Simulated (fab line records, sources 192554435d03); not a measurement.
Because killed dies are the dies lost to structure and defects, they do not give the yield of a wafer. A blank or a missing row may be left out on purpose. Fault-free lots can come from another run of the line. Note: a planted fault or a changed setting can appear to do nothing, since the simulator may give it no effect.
The tool behind it: which one? -- flow n5 finfet -- 33 wafers from 11 lots sampled at 5 of the route's 1938 steps

## WHAT THE GAUGES READ, wafer by wafer
N5_BEOL_M15_OVL_MEAS_29. Usual: for M15_OVL the level is 1 nm and the standard deviation is 5.4.
lot,measured,on,M15_OVL (nm),flag
L470,day 11 13:52,overlay-01,10 1 8,
L469,day 11 16:00,overlay-02,0 10 1,
L472,day 12 05:29,overlay-01,-2 -5 -7,
L473,day 12 06:11,overlay-02,3 1 9,
L475,day 13 06:38,overlay-01,-6 -1 -3,
L478,day 14 04:17,overlay-02,4 4 6,
L485,day 16 03:56,overlay-02,0 2 3,
L483,day 16 05:01,overlay-02,-6 -4 5,
L489,day 17 02:32,overlay-01,5 9 7,
L490,day 18 00:46,overlay-01,2 4 -1,
L491,day 18 03:16,overlay-01,-2 2 4,

N5_BEOL_M15_INSPECT_55: inspects for defects (darkfield). Usual: raw defect count at 70, with a standard deviation of 22.
lot,measured,on,raw defect count,flag
L470,day 11 18:00,defect inspect-02,56 38 46,
L469,day 11 20:34,defect inspect-02,82 95 81,
L472,day 12 08:34,defect inspect-02,46 48 72,
L473,day 12 08:44,defect inspect-02,61 83 73,
L475,day 13 10:36,defect inspect-01,63 55 47,
L478,day 14 07:34,defect inspect-02,65 81 56,
L485,day 16 08:23,defect inspect-02,48 61 66,
L483,day 16 10:38,defect inspect-02,109 78 67,
L489,day 17 09:58,defect inspect-01,75 62 55,
L490,day 18 10:28,defect inspect-02,71 55 73,
L491,day 18 10:47,defect inspect-01,50 54 28,

## EACH LOT AND THE TOOL THAT RAN IT (in order: tool; ch and the chambers of the sampled wafers; start)
lot,N5_BEOL_M15_SPUTTER_43,N5_BEOL_M15_CMP_49,N5_BEOL_M15_DEP_53
L470,"pvd sputter-03, day 11 16:43","cmp-04 ch 0,1,2, day 11 17:33","pecvd-03 ch 0,2, day 11 17:54"
L469,"pvd sputter-01, day 11 19:19","cmp-04 ch 0,1,3, day 11 20:14","pecvd-04 ch 0,1,2, day 11 20:30"
L472,"pvd sputter-01, day 12 07:07","cmp-01 ch 0,1,2, day 12 07:59","pecvd-01 ch 0,2, day 12 08:19"
L473,"pvd sputter-01, day 12 07:26","cmp-02 ch 0,1,2, day 12 08:22","pecvd-01 ch 0,1,2, day 12 08:38"
L475,"pvd sputter-03, day 13 09:20","cmp-01 ch 0,1,2, day 13 10:14","pecvd-04 ch 0,1,2, day 13 10:31"
L478,"pvd sputter-03, day 14 06:16","cmp-01 ch 0,3, day 14 07:05","pecvd-04 ch 0,2, day 14 07:27"
L485,"pvd sputter-03, day 16 06:58","cmp-01 ch 1,2,3, day 16 08:01","pecvd-04 ch 0,1, day 16 08:18"
L483,"pvd sputter-03, day 16 09:16","cmp-01 ch 1,2,3, day 16 10:11","pecvd-04 ch 0,2, day 16 10:32"
L489,"pvd sputter-01, day 17 08:31","cmp-02 ch 0,1,2, day 17 09:31","pecvd-01 ch 0,1,2, day 17 09:52"
L490,"pvd sputter-01, day 18 09:08","cmp-01 ch 1,2,3, day 18 10:03","pecvd-03 ch 1,2, day 18 10:22"
L491,"pvd sputter-02, day 18 09:17","cmp-04 ch 1,2, day 18 10:19","pecvd-04 ch 1,2, day 18 10:42"
- N5_BEOL_M15_SPUTTER_43: material TaN, target thk 15 nm, time 24.19 s.
- N5_BEOL_M15_CMP_49: polishes, stops on SiO2, t overpolish 4.9 s, target thk 850 nm.
- N5_BEOL_M15_DEP_53: deposits SiCN from 3MS/NH3, target thk 50 nm, time 17.8 s.

## WHAT THE TOOLS THEMSELVES READ (means of the sampled wafers that have a number; where no wafer has one, the mark that the record gives instead)
N5_BEOL_M15_SPUTTER_43. Usual: cathode dc power W 15000 W, standard deviation 2.7; throttle valve pct 30.2 %, standard deviation 1.
lot,tool,cathode dc power W (W),throttle valve pct (%),flag
L470,pvd sputter-03,15000,30.2,
L469,pvd sputter-01,14998,30.7,
L472,pvd sputter-01,14998,30.4,
L473,pvd sputter-01,15003,30.6,
L475,pvd sputter-03,15001,30.3,
L478,pvd sputter-03,14999,30.1,
L485,pvd sputter-03,19259,30.2,OFF
L483,pvd sputter-03,19259,30.0,OFF
L489,pvd sputter-01,15002,30.6,
L490,pvd sputter-01,15000,29.9,
L491,pvd sputter-02,14998,31.1,

N5_BEOL_M15_CMP_49. Usual: barrier field endpoint s 11.34 s, standard deviation 0.29; motor current A 7.8 A, standard deviation 0.58.
lot,tool,barrier field endpoint s (s),motor current A (A),flag
L470,cmp-04,11.58,7.7,
L469,cmp-04,11.72,7.8,
L472,cmp-01,11.79,7.8,
L473,cmp-02,11.46,7.3,
L475,cmp-01,11.15,7.9,
L478,cmp-01,11.48,8.1,
L485,cmp-01,12.97,7.6,OFF
L483,cmp-01,12.90,7.8,OFF
L489,cmp-02,11.31,7.4,
L490,cmp-01,11.26,7.7,
L491,cmp-04,11.54,7.9,

N5_BEOL_M15_DEP_53. Usual: showerhead plenum p Torr 4.183 Torr, standard deviation 0.023; showerhead vpp V 1602 V, standard deviation 89; throttle valve pct 18.2 %, standard deviation 1.2.
lot,tool,showerhead plenum p Torr (Torr),showerhead vpp V (V),throttle valve pct (%),flag
L470,pecvd-03,4.199,1649,17.4,
L469,pecvd-04,4.181,1641,18.2,
L472,pecvd-01,4.174,1510,17.5,
L473,pecvd-01,4.187,1542,18.5,
L475,pecvd-04,4.176,1657,18.2,
L478,pecvd-04,4.163,1643,17.6,
L485,pecvd-04,4.175,1651,18.2,
L483,pecvd-04,4.162,1670,17.8,
L489,pecvd-01,4.184,1550,18.6,
L490,pecvd-03,4.189,1628,17.5,
L491,pecvd-04,4.172,1664,17.6,

## THE ANSWER, worked out from the rows above alone
Rule: a lot is off if the mean of its wafers that have a number lies more than 3 standard deviations from the usual mean. A lot without any number at a reading at which 4 lots or more have one is off too. Any other lot the step has rows for is counted as sound. The gauges are gone through in route order, then the tools' own readings, and for those a lot's mean is taken as printed above. The first step at which some lot is off is used, and at that step the reading that is off furthest; a lot without a number counts as furthest.
Off: L485, L483, at N5_BEOL_M15_SPUTTER_43 (cathode dc power W).
If a tool, at that step or one of the process steps before it, ran each lot that is off and ran no sound lot following the first of them, it fits. One candidate fits, namely pvd sputter-03 at N5_BEOL_M15_SPUTTER_43. Its last sound lot is L478 (day 14 06:16), its first lot that is off L485 (day 16 06:58): a fault that began between those two fits.
The tool's own readings at N5_BEOL_M15_SPUTTER_43 bear it out: on the lots that are off they differ by more than 5 times the standard deviation of the sound lots' means. cathode dc power W reads 19259 W there against 15000 W on the sound lots.

## WHAT THE SIMULATOR HAD INSERTED
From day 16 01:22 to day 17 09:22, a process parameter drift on pvd sputter-03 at N5_BEOL_M15_SPUTTER_43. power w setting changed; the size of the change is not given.
Lots struck among those shown: L485, L483. The rule above reached the same finding.
